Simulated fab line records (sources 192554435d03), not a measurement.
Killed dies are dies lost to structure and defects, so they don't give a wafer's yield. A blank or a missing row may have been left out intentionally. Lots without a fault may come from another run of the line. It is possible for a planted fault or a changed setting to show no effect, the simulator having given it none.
Which of the tools did it?    flow n5_finfet    33 wafers from 11 lots sampled at 3 of the route's 1938 steps

WHAT THE GAUGES READ, wafer by wafer
N5_MIM_TOP_LITHO_OVL_MEAS_11. Usual: MIM_TOP_OVL gives 2 nm (standard deviation 5.1).
lot   measured      on          MIM_TOP_OVL (nm)  flag
L715  day 12 18:59  overlay-01  -6 -4 -10         
L716  day 12 19:10  overlay-02  -6 1 -7           
L718  day 13 18:14  overlay-02  -2 2 1            
L719  day 13 18:24  overlay-01  4 -1 0            
L720  day 14 05:31  overlay-01  10 -3 1           
L722  day 14 09:29  overlay-01  -2 -5 -4          
L721  day 14 09:53  overlay-02  -6 6 1            
L723  day 14 09:56  overlay-01  4 8 8             
L732  day 17 00:52  overlay-02  -4 6 0            
L735  day 17 06:20  overlay-02  -5 -4 -2          
L734  day 17 06:42  overlay-01  -5 7 -3           

N5_MIM_BOT_LITHO_OVL_MEAS_11. Usual: MIM_BOT_OVL gives -2 nm (standard deviation 6.2).
lot   measured      on          MIM_BOT_OVL (nm)  flag
L715  day 12 19:57  overlay-02  -8 -6 -2          
L716  day 12 20:07  overlay-02  -4 -9 -9          
L718  day 13 19:03  overlay-01  5 1 9             
L719  day 13 19:32  overlay-02  7 -2 1            
L720  day 14 06:33  overlay-01  -3 -3 0           
L722  day 14 10:36  overlay-01  -8 -7 -3          
L721  day 14 10:54  overlay-01  -9 0 -3           
L723  day 14 11:07  overlay-01  0 5 -3            
L732  day 17 01:45  overlay-02  6 -1 5            
L735  day 17 07:09  overlay-01  -1 -1 6           
L734  day 17 07:44  overlay-01  -6 -3 2           

EACH LOT AND THE TOOL THAT RAN IT (in order: tool; ch and the chambers of the sampled wafers; start)
lot   N5_MIM_TOP_SPUTTER_03
L715  pvd_sputter-03, day 12 18:34
L716  pvd_sputter-02, day 12 18:35
L718  pvd_sputter-03, day 13 17:49
L719  pvd_sputter-02, day 13 17:50
L720  pvd_sputter-01, day 14 04:58
L722  pvd_sputter-02, day 14 09:04
L721  pvd_sputter-02, day 14 09:28
L723  pvd_sputter-03, day 14 09:29
L732  pvd_sputter-03, day 17 00:19
L735  pvd_sputter-01, day 17 05:55
L734  pvd_sputter-02, day 17 06:16
- N5_MIM_TOP_SPUTTER_03: material TiN, target thk 35 nm, time 89.7 s.

WHAT THE TOOLS THEMSELVES READ (means of the sampled wafers that have a number; where no wafer has one, the mark that the record gives instead)
N5_MIM_TOP_SPUTTER_03. Usual: substrate_temp_c 199.99 C, standard deviation 0.18; throttle_valve_pct 29.6 %, standard deviation 0.98.
lot   tool            substrate_temp_c (C)  throttle_valve_pct (%)  flag
L715  pvd_sputter-03  200.11                30.1                    
L716  pvd_sputter-02  200.09                29.8                    
L718  pvd_sputter-03  200.03                28.6                    
L719  pvd_sputter-02  200.09                28.7                    
L720  pvd_sputter-01  200.04                30.5                    
L722  pvd_sputter-02  199.93                28.9                    
L721  pvd_sputter-02  200.03                28.8                    
L723  pvd_sputter-03  199.89                29.0                    
L732  pvd_sputter-03  200.02                30.1                    
L735  pvd_sputter-01  199.97                30.5                    
L734  pvd_sputter-02  199.98                29.2                    

THE ANSWER, worked out from the rows above alone
Rule: a lot is off if the mean of its wafers that have a number lies more than 3 standard deviations from the usual mean. A lot without any number at a reading at which 4 lots or more have one is off too. The other lots that the step has rows for count as sound. First the gauges in route order, then the tools' own readings, where a lot's mean is used as printed above. The first step at which some lot is off is used, and at that step the reading that is off furthest; a lot without a number counts as furthest.
None of the lots is off at any reading shown; this tells nothing.

WHAT THE SIMULATOR PUT IN
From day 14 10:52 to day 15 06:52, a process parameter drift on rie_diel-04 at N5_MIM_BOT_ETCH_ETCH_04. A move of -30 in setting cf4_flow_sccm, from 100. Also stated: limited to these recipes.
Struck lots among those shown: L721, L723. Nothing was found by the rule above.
